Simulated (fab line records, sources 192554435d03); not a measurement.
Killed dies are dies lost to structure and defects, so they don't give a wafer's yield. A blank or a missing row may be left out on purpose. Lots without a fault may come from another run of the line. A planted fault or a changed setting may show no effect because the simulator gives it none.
One fault seen from 3 desks | flow n5_finfet | each desk has only its own numbers; what lay behind them comes last

THE METROLOGY DESK
What the gauges read, lot by lot, whatever tool the lot ran on: means of the sampled wafers that have a number. A lot is out of limits, marked OUT, if its mean lies more than 4 standard deviations from the usual mean; the brackets give that distance.
Columns: A = M13_ILD_THK at N5_BEOL_M13_THK_MEAS_01, usual 838 nm
lot  | first seen here | A
L898 | day 11 17:37    | 844
L899 | day 12 03:20    | 849
L902 | day 12 11:00    | 830
L904 | day 13 10:06    | 836
L910 | day 14 12:53    | 681 (-17) OUT
L914 | day 15 15:16    | 827
L915 | day 15 22:01    | 838
L916 | day 15 23:27    | 834
L917 | day 15 23:43    | 836
L918 | day 16 11:12    | 832
This desk's finding: out of limits on L910; first on L910, day 14 12:53 (M13_ILD_THK at N5_BEOL_M13_THK_MEAS_01). In limits: L898, L899, L902, L904, L914, L915, L916, L917, L918.

THE TOOL OWNER'S DESK: pecvd-02
The tool's own readings at N5_BEOL_M13_ILD_DEP_00 (deposits SiOC from DEMS/O2, target thk 837.92 nm, time 166.4 s): means of the sampled wafers that have a number, for each lot that ran on this tool. A lot is out of limits, marked OUT, if its mean lies more than 4 standard deviations from the usual mean; the brackets give that distance.
Columns: A = heater_power_w at N5_BEOL_M13_ILD_DEP_00, usual 417 W; B = run_length_s at N5_BEOL_M13_ILD_DEP_00, usual 211.3 s; C = showerhead_plenum_p_Torr at N5_BEOL_M13_ILD_DEP_00, usual 5.692 Torr; D = throttle_valve_pct at N5_BEOL_M13_ILD_DEP_00, usual 11.9 %
lot  | first seen here | A   | B               | C     | D
L902 | day 12 10:50    | 426 | 211.7           | 5.696 | 11.9
L904 | day 13 09:56    | 480 | 211.2           | 5.702 | 11.9
L910 | day 14 12:44    | 442 | 179.0 (-83) OUT | 5.707 | 10.9
This desk's finding: out of limits on L910; first on L910, day 14 12:44 (run_length_s at N5_BEOL_M13_ILD_DEP_00). In limits: L902, L904.

THE DEFECT DESK
What the inspections along the route counted, lot by lot: means of the sampled wafers that have a number. A lot is out of limits, marked OUT, if its mean lies more than 4 standard deviations from the usual mean; the brackets give that distance.
Columns: A = raw_defect_count at N5_BEOL_M12_INSPECT_55, usual 75
lot  | first seen here | A
L898 | day 11 17:26    | 81
L899 | day 12 03:08    | 49
L902 | day 12 10:49    | 81
L904 | day 13 09:55    | 71
L910 | day 14 12:41    | 56
L914 | day 15 15:02    | 50
L915 | day 15 21:50    | 109
L916 | day 15 23:16    | 64
L917 | day 15 23:32    | 87
L918 | day 16 10:57    | 55
This desk's finding: nothing out of limits on any of the 10 lots.

PUT TOGETHER
The tool owner's desk could have raised an alarm at day 14 12:44, on L910.
The metrology desk could have raised an alarm at day 14 12:53, on L910.
The defect desk saw nothing out of limits.
The defect desk has L910 on record, within its limits.
Of the lots named, all ran N5_BEOL_M13_ILD_DEP_00 on pecvd-02.

WHAT THE SIMULATOR HAD PUT IN
Process parameter drift: pecvd-02, from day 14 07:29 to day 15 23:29, at N5_BEOL_M13_ILD_DEP_00. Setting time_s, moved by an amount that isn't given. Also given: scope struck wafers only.
Lots struck among those shown: L910.
Hours from the fault's start to each desk's first reading out of limits: the tool owner's desk, 5; the metrology desk, 5.
